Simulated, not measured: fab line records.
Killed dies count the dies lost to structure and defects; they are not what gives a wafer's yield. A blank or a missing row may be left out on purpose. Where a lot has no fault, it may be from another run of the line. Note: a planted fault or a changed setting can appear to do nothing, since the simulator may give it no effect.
2 desks looking at one fault	flow nand_harc	every desk sees just its own numbers, and what lay behind them comes last

== FROM THE METROLOGY DESK ==
Lot by lot, what the gauges showed, no matter which tool ran the lot: averages of those sampled wafers that carry a number. The brackets show how far a lot's mean lies from the usual mean; more than 4 standard deviations puts the lot out of limits, marked OUT.
Columns: A = cd_nm at NHARC_A_SGD_CUT_CD_MEAS_09, usual 100.2 nm
lot	first seen here	A
L649	day 19 09:57	100.7
L648	day 19 10:19	99.3
L650	day 20 01:41	100.3
L652	day 20 16:19	100.1
L651	day 20 17:11	100.2
L657	day 22 05:04	100.3
L661	day 24 05:47	99.5
L664	day 26 10:17	99.3
L667	day 27 00:50	120.0 (+27) OUT
L669	day 27 17:46	117.2 (+24) OUT
L668	day 27 17:54	100.6
Finding of this desk: L667, L669 out of limits; the first was L667 at day 27 00:50, on cd_nm at NHARC_A_SGD_CUT_CD_MEAS_09. Within limits: L649, L648, L650, L652, L651, L657, L661, L664, L668.

== DESK OF THE TOOL OWNER: arfi_scanner-02 ==
The tool's own readings at NHARC_A_SGD_CUT_EXPOSE_06 (exposes mask SGD): means of the sampled wafers that have a number, for each lot that ran on this tool. The brackets show how far a lot's mean lies from the usual mean; more than 4 standard deviations puts the lot out of limits, marked OUT.
Columns: A = exposure_dose_mJ_cm2 at NHARC_A_SGD_CUT_EXPOSE_06, usual 85.47; B = focus_offset_nm at NHARC_A_SGD_CUT_EXPOSE_06, usual -0.1 nm
lot	first seen here	A	B
L648	day 19 10:10	85.54	0.6
L650	day 20 01:32	85.54	0.2
L661	day 24 05:39	85.50	-0.4
L667	day 27 00:41	111.03 (+99 or more) OUT	-0.0
L669	day 27 17:37	105.95 (+99 or more) OUT	0.4
Finding of this desk: L667, L669 out of limits; the first was L667 at day 27 00:41, on exposure_dose_mJ_cm2 at NHARC_A_SGD_CUT_EXPOSE_06. Within limits: L648, L650, L661.

== TAKEN TOGETHER ==
At day 27 00:41, on L667, L669, the tool owner's desk was in a position to raise an alarm.
At day 27 00:50 the metrology desk could have sounded an alarm, on L667, L669.
Of the lots named, all ran NHARC_A_SGD_CUT_EXPOSE_06 on arfi_scanner-02.

== WHAT THE SIMULATOR PUT IN ==
Drift in process parameters on arfi_scanner-02 at NHARC_A_SGD_CUT_EXPOSE_06, starting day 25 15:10. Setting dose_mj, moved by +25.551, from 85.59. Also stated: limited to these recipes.
Struck lots among those shown: L667, L669.
Fault start to first reading out of limits, in hours, per desk: tool owner, 34; metrology, 34.
